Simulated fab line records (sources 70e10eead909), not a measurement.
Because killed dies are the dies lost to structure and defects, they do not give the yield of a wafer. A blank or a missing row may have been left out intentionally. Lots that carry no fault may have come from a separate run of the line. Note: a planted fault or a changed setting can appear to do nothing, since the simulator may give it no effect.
fab line records    flow nandHarc
record: lots: 6  wafers: 18  lastDay: 24
route steps=1159 shown A_CONTACT@960 A_BLC@964
lots that met no fault: taken from a fault-free run of the same line
startH: the number of hours between the record's first day and the start of the first shown wafer of the lot    waitH: time in hours since the lot's previous step    " the same as in the row above    L1.1+2: a row that stands for several wafers    - no value present, or no start provided    * or withheld: withheld    < > ~ a bound
route shown NAME@n: a module of which the file shows steps, and the number in the route of the first    usual: mean and standard deviation over wafers with no fault    same: alike in all rows    chamber/n: place in a boat    sites: readings site by site    _std_site: the standard deviation of these    _edge_site: the outer-site mean with the inner-site mean subtracted    radiusMm: how far each site lies from the wafer's centre    mask NAME#n: copy n    behind: the tool/chamber that last shaped the wafer    hold: reason for holding the lot/hours on hold/outcome of the hold    device: whichever transistor did not switch (one of n, p or np)    end of line: tests run on the same wafers once the route is complete    step lacking rows: just its recipe    killed: not the wafer's yield, but the dies lost to structure and defects at the first sort    map: a wafer's dies, x killed, . not, _ none there
set.NAME: the setting that was run; set.NAME@STEP: the one run at that earlier step    model.NAME: the simulator's own value behind a step, which no gauge read
certain route steps with their lots: each step a table, each wafer a row
services: when a tool's chamber went out of use (startH, in hours from the record's first day, below 0 if earlier), for how many hours, and the reason
== steps ==
step: NHARC_A_CONTACT_CMP_20
recipe: tOverpolishS: 30  targetThkNm: 300
usual: motorCurrentA: 11.6/1.1  overpolishRunS: 29.999/0.0091  timeToEndpointS: 61/3.9
lot.wafer  tool    chamber  startH  waitH  motorCurrentA  overpolishRunS  timeToEndpointS
L699.2     cmp-02  3        419.19  0.8    10.6           29.996          61
L699.1     "       1        "       "      10.7           29.994          66
L699.5     "       3        "       "      11.2           29.994          64
L703.1     cmp-03  0        426.72  0.8    11.1           30.010          63
L703.5     "       2        "       "      11.6           30.012          58
L703.6     "       3        "       "      11.7           29.989          58
L710.2     cmp-01  1        471.74  0.6    11.7           29.983          62
L710.3     "       3        "       "      9.3            29.997          66
L710.4     "       0        "       "      14.2           29.994          62
L711.4     cmp-01  3        474.60  0.4    9.6            30.004          60
L711.1     "       0        "       "      14.1           29.998          63
L711.3     "       1        "       "      12.2           30.017          60
L713.2     cmp-03  2        490.56  0.8    11.8           29.992          57
L713.5     "       1        "       "      11.4           29.999          61
L713.6     "       2        "       "      11.7           30.002          59
L716.3     cmp-01  3        519.18  0.4    9.5            30.003          60
L716.2     "       1        "       "      12.6           30.013          57
L716.6     "       3        "       "      10.1           29.989          61
step: NHARC_A_CONTACT_SRD_22
step: NHARC_A_CONTACT_INSPECT_23
usual: rawDefectCount: 413/110
lot.wafer  tool              chamber  startH  waitH  rawDefectCount
L699.1     defectInspect-02  -        419.60  0.1    308
L699.2     "                 -        "       "      348
L699.5     "                 -        "       "      265
L703.1     defectInspect-01  -        427.07  0.1    373
L703.5     "                 -        "       "      369
L703.6     "                 -        "       "      305
L710.2     defectInspect-02  -        472.14  0.1    304
L710.3     "                 -        "       "      330
L710.4     "                 -        "       "      314
L711.1     defectInspect-02  -        475.00  0.1    413
L711.3     "                 -        "       "      324
L711.4     "                 -        "       "      445
L713.2     defectInspect-01  -        490.94  0.1    301
L713.5     "                 -        "       "      500
L713.6     "                 -        "       "      409
L716.2     defectInspect-02  -        519.55  0.1    434
L716.3     "                 -        "       "      512
L716.6     "                 -        "       "      352
step: NHARC_A_BLC_DEHYDRATE_00
recipe: tempC: 150  timeS: 120
step: NHARC_A_BLC_HMDS_01
recipe: timeS: 30
step: NHARC_A_BLC_COAT_02
recipe: tempC: 260  timeS: 75
step: NHARC_A_BLC_COAT_03
recipe: tempC: 225  timeS: 65
step: NHARC_A_BLC_COAT_04
recipe: spinRpm: 1500  resistThkNm: 90
step: NHARC_A_BLC_SOFTBAKE_05
recipe: tempC: 105  timeS: 55
step: NHARC_A_BLC_EBR_06
step: NHARC_A_BLC_EXPOSE_07
recipe: na: 1.35  targetCdNm: 100  doseMj: 67.97  maskId: A_BLC
step: NHARC_A_BLC_PEB_08
recipe: pebTempC: 100  pebTimeS: 65
usual: chillPlateTempC: 22.99/0.11  heaterPowerTotalW: 156.6/0.44  plateTempC: 99.97/0.12
lot.wafer  tool           chamber  startH  waitH  chillPlateTempC  heaterPowerTotalW  plateTempC
L699.1     lithoTrack-01  0        420.03  0.1    23.00            156.8              99.84
L699.2     "              0        "       "      22.99            156.7              99.88
L699.5     "              0        "       "      22.94            156.1              99.96
L703.1     lithoTrack-06  0        427.50  0.1    23.10            155.9              99.94
L703.5     "              0        "       "      23.09            157.0              100.05
L703.6     "              0        "       "      22.88            157.0              100.11
L710.2     lithoTrack-01  0        472.57  0.1    23.06            126.5              85.97
L710.3     "              0        "       "      23.01            125.9              85.73
L710.4     "              0        "       "      22.92            127.0              85.83
L711.1     lithoTrack-01  0        475.44  0.1    23.13            126.9              85.82
L711.3     "              0        "       "      23.10            126.8              85.75
L711.4     "              0        "       "      23.16            126.9              85.84
L713.2     lithoTrack-06  0        491.25  0.1    22.88            156.0              99.81
L713.5     "              0        "       "      22.99            155.9              99.78
L713.6     "              0        "       "      22.98            157.1              99.81
L716.2     lithoTrack-04  0        519.98  0.1    22.94            157.1              100.18
L716.3     "              0        "       "      22.92            156.1              100.15
L716.6     "              0        "       "      22.82            157.0              99.98
step: NHARC_A_BLC_DEVELOP_09
recipe: developTimeS: 35  devTempC: 23
step: NHARC_A_BLC_CD_MEAS_10
recipe: targetCdNm: 100  landingEnergyEv: 500
usual: cdNm: 99.9/0.93
lot.wafer  tool      chamber  startH  waitH  cdNm
L699.1     cdSem-03  0        420.11  -      100.2
L699.2     "         0        "       "      99.3
L699.5     "         0        "       "      99.6
L703.1     cdSem-01  0        427.58  -      101.4
L703.5     "         0        "       "      101.3
L703.6     "         0        "       "      99.5
L710.2     cdSem-03  0        472.65  -      22.2
L710.3     "         0        "       "      22.2
L710.4     "         0        "       "      23.1
L711.1     cdSem-03  0        475.52  -      22.8
L711.3     "         0        "       "      23.4
L711.4     "         0        "       "      22.1
L713.2     cdSem-03  0        491.33  -      100.3
L713.5     "         0        "       "      100.0
L713.6     "         0        "       "      99.5
L716.2     cdSem-03  0        520.06  -      98.5
L716.3     "         0        "       "      98.4
L716.6     "         0        "       "      97.8
step: NHARC_A_BLC_OVL_MEAS_11
usual: overlayXNm: 0.0/0.95  overlayYNm: 0.0/0.85
lot.wafer  tool        chamber  startH  waitH  overlayXNm  overlayYNm
L699.1     overlay-02  -        420.20  -      -1.3        0.6
L699.2     "           -        "       "      -1.6        0.1
L699.5     "           -        "       "      -1.6        0.5
L703.1     overlay-02  -        427.67  -      0.1         -0.4
L703.5     "           -        "       "      0.3         -0.9
L703.6     "           -        "       "      0.5         -0.6
L710.2     overlay-02  -        472.73  -      0.2         -0.5
L710.3     "           -        "       "      0.0         -0.1
L710.4     "           -        "       "      0.3         -0.4
L711.1     overlay-01  -        475.61  -      -1.1        0.8
L711.3     "           -        "       "      -1.4        0.5
L711.4     "           -        "       "      -1.3        0.2
L713.2     overlay-02  -        491.41  -      0.8         -0.5
L713.5     "           -        "       "      0.9         0.0
L713.6     "           -        "       "      0.9         -0.3
L716.2     overlay-01  -        520.15  -      0.6         -2.0
L716.3     "           -        "       "      -0.1        -1.6
L716.6     "           -        "       "      0.2         -0.9
step: NHARC_A_BLC_INSPECT_12
usual: rawDefectCount: 30/15
lot.wafer  tool              chamber  startH  waitH  rawDefectCount
L699.1     defectInspect-02  -        420.23  0.0    26
L699.2     "                 -        "       "      24
L699.5     "                 -        "       "      20
L703.1     defectInspect-01  -        427.71  0.0    31
L703.5     "                 -        "       "      43
L703.6     "                 -        "       "      46
L710.2     defectInspect-02  -        472.77  0.0    30
L710.3     "                 -        "       "      23
L710.4     "                 -        "       "      32
L711.1     defectInspect-02  -        475.64  0.0    15
L711.3     "                 -        "       "      20
L711.4     "                 -        "       "      14
L713.2     defectInspect-01  -        491.45  0.0    9
L713.5     "                 -        "       "      16
L713.6     "                 -        "       "      15
L716.2     defectInspect-01  -        520.19  0.0    47
L716.3     "                 -        "       "      46
L716.6     "                 -        "       "      51
step: NHARC_A_BLC_DESCUM_15
recipe: timeS: 3  o2FlowSccm: 200  arFlowSccm: 0  biasPowerW: 0  chemistry: O2
usual: drypumpMotorCurrentA: 5.9/0.32  oesProductAu: 0.993/0.011  rfVppV: 57.9/0.91  showerheadPlenumPTorr: 1.92/0.099  throttleValvePct: 11.313/0.0092
lot.wafer  tool        chamber  startH  waitH  drypumpMotorCurrentA  oesProductAu  rfHoursCounterH  rfVppV  showerheadPlenumPTorr  throttleValvePct  model.A_BLC.cdNm
L699.1     rieDiel-02  2        420.39  0.2    5.9                   1.008         9                56.4    1.81                   11.298            100.7
L699.2     "           3        "       "      6.0                   0.995         9                57.4    2.00                   11.322            99.32
L699.5     "           2        "       "      5.9                   1.016         -                58.4    1.80                   11.313            99.53
L703.1     rieDiel-02  2        427.80  0.1    5.9                   1.016         10               57.3    1.81                   11.312            100.9
L703.6     "           1        "       "      6.5                   0.990         -                56.6    1.77                   11.312            98.73
L703.5     "           2        "       "      5.9                   1.011         -                57.6    1.80                   11.304            100.7
L710.2     rieDiel-02  0        472.83  0.1    5.3                   0.975         13               58.7    1.98                   11.297            23.54
L710.3     "           1        "       "      6.5                   1.001         14               57.0    1.77                   11.312            22
L710.4     "           2        "       "      5.9                   0.994         15               57.1    1.80                   11.328            23.83
L711.1     rieDiel-04  0        475.70  0.1    5.9                   0.972         0                58.0    2.04                   11.303            22.93
L711.3     "           3        "       "      5.6                   1.003         0                57.3    2.00                   11.302            22.75
L711.4     "           3        "       "      5.6                   0.998         -                58.8    2.00                   11.306            21.2
L713.2     rieDiel-11  2        491.53  0.1    6.5                   0.985         43               57.9    1.95                   11.327            99.33
L713.6     "           3        "       "      6.0                   1.001         -                57.0    1.88                   11.302            100.6
L713.5     "           0        "       "      5.4                   0.999         -                57.0    1.77                   11.306            100.1
L716.2     rieDiel-02  2        520.26  0.1    5.9                   0.980         0                56.7    1.80                   11.310            97.91
L716.3     "           3        "       "      6.0                   0.978         0                58.5    2.00                   11.303            98.59
L716.6     "           2        "       "      5.9                   0.992         -                56.6    1.80                   11.319            97.11
step: NHARC_A_BLC_ETCH_16
recipe: targetDepthA: 390  overEtchFrac: 0.3  timeS: 65  ionEnergyEv: 80  cf4FlowSccm: 150  arFlowSccm: 0  rfW: 300  biasW: 100  chemistry: CF4
usual: drypumpMotorCurrentA: 5.9/0.35  oesProductAu: 0.992/0.012  rfVppV: 151.4/1.4  showerheadPlenumPTorr: 1.78/0.084  throttleValvePct: 13.286/0.0093
lot.wafer  tool        chamber  startH  waitH  drypumpMotorCurrentA  oesProductAu  rfHoursCounterH  rfVppV  showerheadPlenumPTorr  throttleValvePct
L699.1     rieDiel-02  3        420.47  0.1    6.0                   0.985         9                152.6   1.84                   13.281
L699.2     "           2        "       "      5.9                   1.011         9                149.6   1.68                   13.278
L699.5     "           0        "       "      5.3                   0.981         -                152.3   1.82                   13.278
L703.1     rieDiel-02  3        427.89  0.1    6.0                   0.989         9                150.5   1.84                   13.293
L703.6     "           1        "       "      6.5                   0.989         -                148.8   1.65                   13.312
L703.5     "           3        "       "      6.0                   0.986         -                153.0   1.84                   13.287
L710.3     rieDiel-02  2        472.92  0.1    5.9                   0.988         15               150.5   1.67                   13.288
L710.4     "           3        "       "      6.0                   0.982         14               153.5   1.84                   13.287
L710.2     "           0        "       "      5.3                   0.973         13               152.9   1.82                   13.296
L711.1     rieDiel-04  0        475.81  0.1    5.9                   0.999         0                152.7   1.87                   13.294
L711.3     "           2        "       "      6.0                   0.998         0                152.9   1.84                   13.295
L711.4     "           0        "       "      5.9                   0.995         -                152.3   1.87                   13.278
L713.2     rieDiel-11  1        491.59  0.1    6.3                   0.991         40               150.1   1.82                   13.295
L713.5     "           1        "       "      6.3                   0.989         -                150.5   1.82                   13.291
L713.6     "           2        "       "      6.4                   0.996         -                151.3   1.80                   13.277
L716.3     rieDiel-02  2        520.34  0.1    5.9                   0.982         0                150.5   1.67                   13.279
L716.2     "           3        "       "      6.0                   0.977         0                152.4   1.84                   13.276
L716.6     "           0        "       "      5.3                   0.978         -                152.8   1.82                   13.298
step: NHARC_A_BLC_ETCH_17
recipe: targetDepthA: 3900  overEtchFrac: 0.25  timeS: 609.38  ionEnergyEv: 200  n2FlowSccm: 150  h2FlowSccm: 150  arFlowSccm: 0  rfW: 400  biasW: 150  chemistry: N2/H2
usual: drypumpMotorCurrentA: 5.9/0.33  oesProductAu: 0.992/0.012  rfVppV: 431/3.1  showerheadPlenumPTorr: 2.06/0.11  throttleValvePct: 14.171/0.0086
lot.wafer  tool        chamber  startH  waitH  drypumpMotorCurrentA  oesProductAu  rfHoursCounterH  rfVppV  showerheadPlenumPTorr  throttleValvePct
L699.1     rieDiel-02  0        -       -      5.3                   0.992         8                431     2.11                   14.150
L699.2     "           1        "       "      6.5                   0.986         9                426     1.89                   14.205
L699.5     "           2        "       "      5.9                   1.011         -                427     1.92                   14.172
L703.1     rieDiel-02  1        -       -      6.5                   0.995         9                425     1.89                   14.168
L703.5     "           2        "       "      5.9                   1.000         -                427     1.92                   14.182
L703.6     "           3        "       "      6.0                   0.979         -                435     2.13                   14.186
L710.3     rieDiel-02  2        -       -      5.9                   1.006         15               426     1.92                   14.169
L710.4     "           3        "       "      6.0                   0.985         14               433     2.13                   14.165
L710.2     "           0        "       "      5.3                   0.991         13               432     2.11                   14.160
L711.3     rieDiel-04  0        -       -      5.9                   0.999         0                434     2.18                   14.170
L711.1     "           2        "       "      6.0                   1.001         0                433     2.13                   14.168
L711.4     "           3        "       "      5.6                   1.006         -                432     2.13                   14.175
L713.2     rieDiel-11  3        -       -      5.9                   0.993         39               429     2.01                   14.174
L713.6     "           1        "       "      6.3                   1.004         -                432     2.10                   14.161
L713.5     "           2        "       "      6.5                   0.991         -                433     2.08                   14.171
L716.3     rieDiel-02  2        -       -      5.9                   0.985         1                427     1.92                   14.170
L716.2     "           3        "       "      6.0                   0.975         0                433     2.13                   14.173
L716.6     "           0        "       "      5.2                   0.978         -                433     2.11                   14.176
step: NHARC_A_BLC_ETCH_18
recipe: targetDepthA: 9100  c4f8FlowSccm: 20  o2FlowSccm: 10  arFlowSccm: withheld  rfW: 600  biasW: 1500  chemistry: C4F8/O2/Ar
usual: oesProductAu: 0.939/0.022  rfVppV: 979/6.6
lot.wafer  tool        chamber  startH  waitH  oesProductAu  rfHoursCounterH  rfVppV  model.A_BLC.cdNm
L699.1     rieDiel-02  1        -       -      0.962         9                969     99.33
L699.2     "           0        "       "      0.959         8                982     103.6
L699.5     "           2        "       "      0.960         -                970     99.04
L703.1     rieDiel-02  3        -       -      0.904         10               984     103.9
L703.5     "           1        "       "      0.918         -                970     99.08
L703.6     "           2        "       "      0.924         -                969     98.62
L710.2     rieDiel-02  1        -       -      0.925         14               969     23.85
L710.4     "           3        "       "      0.925         14               985     26.51
L710.3     "           0        "       "      0.909         13               983     26.14
L711.1     rieDiel-04  3        -       -      0.965         0                985     24.08
L711.3     "           2        "       "      0.960         0                983     23.84
L711.4     "           3        "       "      0.976         -                983     21.64
L713.2     rieDiel-11  3        -       -      0.955         39               977     104.7
L713.6     "           3        "       "      0.964         -                976     102.6
L713.5     "           0        "       "      0.966         -                970     104.4
L716.2     rieDiel-02  0        -       -      0.958         1                982     100.4
L716.3     "           2        "       "      0.940         1                971     98.16
L716.6     "           3        "       "      0.962         -                983     97.09
step: NHARC_A_BLC_CD_MEAS_19
usual: cdNm: 100.8/2.3
lot.wafer  tool      chamber  startH  waitH  cdNm
L699.1     cdSem-01  -        421.34  -      99.5
L699.2     "         -        "       "      103.4
L699.5     "         -        "       "      98.6
L703.1     cdSem-01  -        428.93  -      104.1
L703.5     "         -        "       "      99.1
L703.6     "         -        "       "      98.7
L710.2     cdSem-02  -        473.86  -      23.9
L710.3     "         -        "       "      26.1
L710.4     "         -        "       "      26.4
L711.1     cdSem-02  -        476.85  -      24.3
L711.3     "         -        "       "      23.9
L711.4     "         -        "       "      21.7
L713.2     cdSem-03  -        492.48  -      104.5
L713.5     "         -        "       "      104.6
L713.6     "         -        "       "      102.6
L716.2     cdSem-03  -        521.21  -      100.3
L716.3     "         -        "       "      98.1
L716.6     "         -        "       "      97.5
step: NHARC_A_BLC_STRIP_29
recipe: cf4FlowSccm: 150  arFlowSccm: 0  biasW: 0  chemistry: CF4
usual: drypumpMotorCurrentA: 5.9/0.37  oesProductAu: 0.997/0.012  rfVppV: 59.3/0.91  showerheadPlenumPTorr: 1.77/0.079  throttleValvePct: 13.284/0.0092
lot.wafer  tool        chamber  startH  waitH  drypumpMotorCurrentA  oesProductAu  rfHoursCounterH  rfVppV  showerheadPlenumPTorr  throttleValvePct
L699.2     rieDiel-02  0        421.42  0.1    5.3                   0.981         8                59.6    1.83                   13.281
L699.1     "           2        "       "      5.9                   1.008         10               58.6    1.68                   13.271
L699.5     "           1        "       "      6.5                   0.995         -                58.9    1.65                   13.277
L703.1     rieDiel-02  3        429.02  0.1    6.0                   0.976         10               61.3    1.84                   13.268
L703.5     "           3        "       "      6.0                   0.980         -                60.0    1.84                   13.288
L703.6     "           1        "       "      6.5                   0.990         -                59.7    1.65                   13.294
L710.3     rieDiel-02  0        473.93  0.1    5.3                   0.974         13               60.2    1.82                   13.299
L710.4     "           1        "       "      6.5                   1.000         14               58.2    1.65                   13.284
L710.2     "           3        "       "      6.0                   0.988         14               59.5    1.84                   13.281
L711.3     rieDiel-11  2        476.97  0.1    6.4                   0.998         39               59.2    1.80                   13.284
L711.1     "           3        "       "      5.9                   0.996         35               58.4    1.74                   13.274
L711.4     "           0        "       "      5.4                   1.004         35               59.3    1.65                   13.302
L713.2     rieDiel-02  0        492.56  0.1    5.2                   0.982         15               59.4    1.82                   13.290
L713.6     "           0        "       "      5.2                   0.983         -                60.3    1.82                   13.284
L713.5     "           1        "       "      6.5                   0.991         -                59.6    1.65                   13.288
L716.3     rieDiel-04  3        521.29  0.1    5.6                   1.011         5                58.5    1.84                   13.278
L716.2     "           0        "       "      5.9                   1.008         5                60.8    1.87                   13.287
L716.6     "           0        "       "      5.9                   0.996         -                60.1    1.87                   13.277
== services ==
tool           chamber  startH  hours  kind
rieDiel-02     0        410.33  -      clean
rieDiel-02     1        410.33  -      clean
rieDiel-02     2        410.33  -      clean
rieDiel-02     3        410.33  -      clean
cmp-02         -        422.73  4.0    pm
rieDiel-04     3        425.97  5.8    repair
rieDiel-02     0        427.68  8.7    repair
cmp-01         -        430.68  1.3    repair
rieDiel-02     1        434.83  -      clean
rieDiel-02     2        434.83  -      clean
rieDiel-02     3        434.83  -      clean
lithoTrack-01  -        443.00  7.0    pm
cmp-03         -        451.70  4.0    pm
cmp-01         -        459.42  0.4    repair
rieDiel-04     1        464.48  17.6   repair
rieDiel-04     -        465.90  9.0    pm
lithoTrack-06  -        467.00  7.0    pm
rieDiel-11     3        473.98  1.2    repair
cmp-01         -        482.73  4.0    pm
rieDiel-02     1        484.85  4.3    repair
lithoTrack-04  -        491.00  7.0    pm
rieDiel-02     -        504.75  9.0    pm
cmp-03         -        516.31  12.8   repair
cmp-02         -        520.85  4.0    pm
== key ==
firstSign: step: NHARC_A_BLC_PEB_08  reading: plateTempC  direction: down  sigmas: 99+  usual: *  struck: *
effect: step: NHARC_A_BLC_PEB_08  reading: heaterPowerTotalW  direction: down  sigmas: 68  usual: *  struck: *
effect: step: NHARC_A_BLC_CD_MEAS_10  reading: cdNm  direction: down  sigmas: 83  usual: 99.9  struck: 22.7
effect: step: NHARC_A_BLC_CD_MEAS_19  reading: cdNm  direction: down  sigmas: 33  usual: 100.8  struck: 24.4
modelEffect: step: NHARC_A_BLC_DESCUM_15  value: A_BLC.cdNm  without: 100.2  struck: 22.71
modelEffect: step: NHARC_A_BLC_ETCH_18  value: A_BLC.cdNm  without: 101.8  struck: 24.34
metAt NHARC_A_BLC_PEB_08
struckWafers L710.2,L710.3,L710.4,L711.1,L711.3,L711.4
laterRowsLeftOut L710.2,L710.3,L710.4,L711.1,L711.3,L711.4
sortLeftOut L710.2,L710.3,L710.4,L711.1,L711.3,L711.4
testerLeftOut L710,L711
onsetBetween 420.03 472.57
fault: kind: processParameterDrift  tool: lithoTrack-01  chamber: -  onsetH: 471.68  steps: NHARC_A_BLC_PEB_08  channel: pebTempC  offset: *  shape: step  endH: 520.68  actsIn: *  stated: *
testerLeftOut: of these lots the tester's yield and bins aren't shown, on N5 and GAA mostly nor the transistor test; their killed dies are dies lost to structure and defects alone, not to doping, threshold or leakage, so they don't give the yield
sortLeftOut: the simulated sort isn't trusted on such a fault, so these wafers' sort isn't shown, and their yield isn't known
laterRowsLeftOut: the simulator's readings of these wafers behind a module that went badly wrong aren't trusted and aren't shown, but for the sort
